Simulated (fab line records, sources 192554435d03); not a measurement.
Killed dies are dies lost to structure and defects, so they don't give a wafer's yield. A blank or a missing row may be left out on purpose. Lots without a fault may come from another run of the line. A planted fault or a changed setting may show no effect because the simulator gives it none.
Split-lot experiment | flow n5_finfet | 7 lots, 21 wafers read, on a route of 1938 steps

THE SPLIT
At N5_BEOL_M12_PEB_08 (peb time 90 s), the setting peb_time_s was moved away from the recipe's 90 s on 7 of the 21 wafers read, by -17.3% to +16.7%. The other wafers ran this setting at the recipe's value.

FROM THE SPLIT TO THE READING: what the file shows between them, 2 steps
- N5_BEOL_M12_DEVELOP_09: develop time 45 s
- N5_BEOL_M12_HARDBAKE_14: time 120 s

THE READING
cd_nm, in nm, at N5_BEOL_M12_CD_MEAS_10 (target cd 140 nm). Fault-free wafers of this fab line usually give 139.9 nm, standard deviation 2.6 nm.

wafer  | tool, chamber at the split | peb_time_s as run, s | against the recipe | cd_nm, nm | against lot-mates on the recipe
L078.1 | litho_track-04, 0          | 90                   | recipe             | 142.5     | -
L078.5 | litho_track-04, 0          | 90                   | recipe             | 140.5     | -
L078.6 | litho_track-04, 0          | 90                   | recipe             | 138.1     | -
L084.4 | litho_track-04, 0          | 90                   | recipe             | 137.1     | -
L084.5 | litho_track-04, 0          | 96.25                | +6.9%              | 137.8     | +0.6
L084.6 | litho_track-04, 0          | 90                   | recipe             | 137.4     | -
L085.4 | litho_track-04, 0          | 90                   | recipe             | 141.6     | -
L085.5 | litho_track-04, 0          | 75.73                | -15.9%             | 130.7     | -8.8
L085.6 | litho_track-04, 0          | 90                   | recipe             | 137.3     | -
L087.3 | litho_track-02, 0          | 90                   | recipe             | 136.2     | -
L087.5 | litho_track-02, 0          | 90                   | recipe             | 140.3     | -
L087.6 | litho_track-02, 0          | 90                   | recipe             | 139.8     | -
L089.1 | litho_track-02, 0          | 74.43                | -17.3%             | 135.0     | -6.4
L089.2 | litho_track-02, 0          | 90                   | recipe             | 141.4     | -
L089.4 | litho_track-02, 0          | 74.43                | -17.3%             | 133.1     | -8.3
L094.1 | litho_track-01, 0          | 105                  | +16.7%             | 147.2     | +7.0
L094.4 | litho_track-01, 0          | 90                   | recipe             | 139.4     | -
L094.5 | litho_track-01, 0          | 90                   | recipe             | 140.9     | -
L097.1 | litho_track-01, 0          | 101.7                | +13.0%             | 143.5     | +4.9
L097.2 | litho_track-01, 0          | 101.7                | +13.0%             | 146.9     | +8.3
L097.6 | litho_track-01, 0          | 90                   | recipe             | 138.6     | -

THE FIT
A straight line over all 21 wafers: cd_nm changes by +0.391 nm for each +1% of peb_time_s; r = +0.85; the points scatter about the line by 2.2 nm.
The same after taking each lot's own level away (the mean of its wafers on the recipe; 21 wafers): +0.453 nm for each +1%; r = +0.93; scatter 1.6 nm.
On that fit, the largest move of peb_time_s shifts the reading by 7.8 nm.
The lots' own levels span 137.25 to 141.40 nm, that is 1.6 times the standard deviation above.
So the lot-to-lot level changes the slope: the two fits differ.
Check: with one of the wafers moved furthest among these (-17.3%) left out of the fit, the line predicts -8.45 nm for it against its lot-mates. It came out at -6.4 nm against them.

OTHER SPLITS ON THESE WAFERS
These wafers also went through other splits before the reading. Each is held against what the fit with the lots' levels taken away leaves over:
other split on the same wafers | wafers away from the commonest value | r with cd_nm (lot level and that fit taken away)
N5_BEOL_M10_ETCH_62 time_s     | 12                                   | +0.07
N5_BEOL_M10_COAT_63 spin_rpm   | 6                                    | -0.27
N5_BEOL_M11_EXPOSE_08 dose_mj  | 7                                    | +0.07
N5_BEOL_M11_DESCUM_16 time_s   | 5                                    | -0.37

THE FILE'S OWN FIT
cd_nm changes by +0.453 nm for each +1% of peb_time_s, r = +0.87.
